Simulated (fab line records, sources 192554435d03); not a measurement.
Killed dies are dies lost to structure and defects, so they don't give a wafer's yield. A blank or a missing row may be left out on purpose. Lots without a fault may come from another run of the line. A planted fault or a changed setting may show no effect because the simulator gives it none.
Which tool did it? | flow n5_finfet | 11 lots, 33 wafers sampled, at 1 step of a route of 1938

WHAT THE GAUGES READ, wafer by wafer
N5_BEOL_M7_RS_MEAS_57: measures by four-point-probe.
lot  | measured     | on            | M7_RS (ohm/sq)
L954 | day 9 19:06  | film_metro-02 | 0.274 0.290 0.288
L956 | day 10 05:47 | film_metro-01 | 0.278 0.277 0.288
L959 | day 11 00:18 | film_metro-01 | 0.286 0.284 0.291
L957 | day 11 01:26 | film_metro-01 | 0.290 0.282 0.285
L960 | day 11 19:49 | film_metro-01 | 0.289 0.281 0.291
L961 | day 12 08:01 | film_metro-02 | 0.301 0.298 0.298
L965 | day 13 14:59 | film_metro-02 | 0.284 0.289 0.289
L972 | day 14 21:38 | film_metro-02 | 0.291 0.293 0.288
L973 | day 14 21:43 | film_metro-02 | 0.277 0.289 0.274
L976 | day 16 05:36 | film_metro-02 | 0.280 0.274 0.292
L977 | day 16 10:02 | film_metro-01 | 0.296 0.285 0.291

WHICH TOOL RAN EACH LOT (tool, then ch and the chambers of the sampled wafers, then the start)
The record holds no process step before these readings.

THE ANSWER, worked out from the rows above alone
Rule: what is usual is taken from the lots themselves. Put in order of their means at a reading, lots are off if they are a third of the lots or fewer, leave a main group of 4 or more, and stand apart from it by a gap of 3 or more times the standard deviation of the main group's means; of several such gaps the widest counts. A main group whose means are all the same, to the digits that the tables above print for the reading, isn't used. A lot without any number at a reading at which 4 lots or more have one is off too. The other lots that the step has rows for count as sound.
No lot is off at any reading shown: from this, nothing can be told.

WHAT THE SIMULATOR HAD PUT IN
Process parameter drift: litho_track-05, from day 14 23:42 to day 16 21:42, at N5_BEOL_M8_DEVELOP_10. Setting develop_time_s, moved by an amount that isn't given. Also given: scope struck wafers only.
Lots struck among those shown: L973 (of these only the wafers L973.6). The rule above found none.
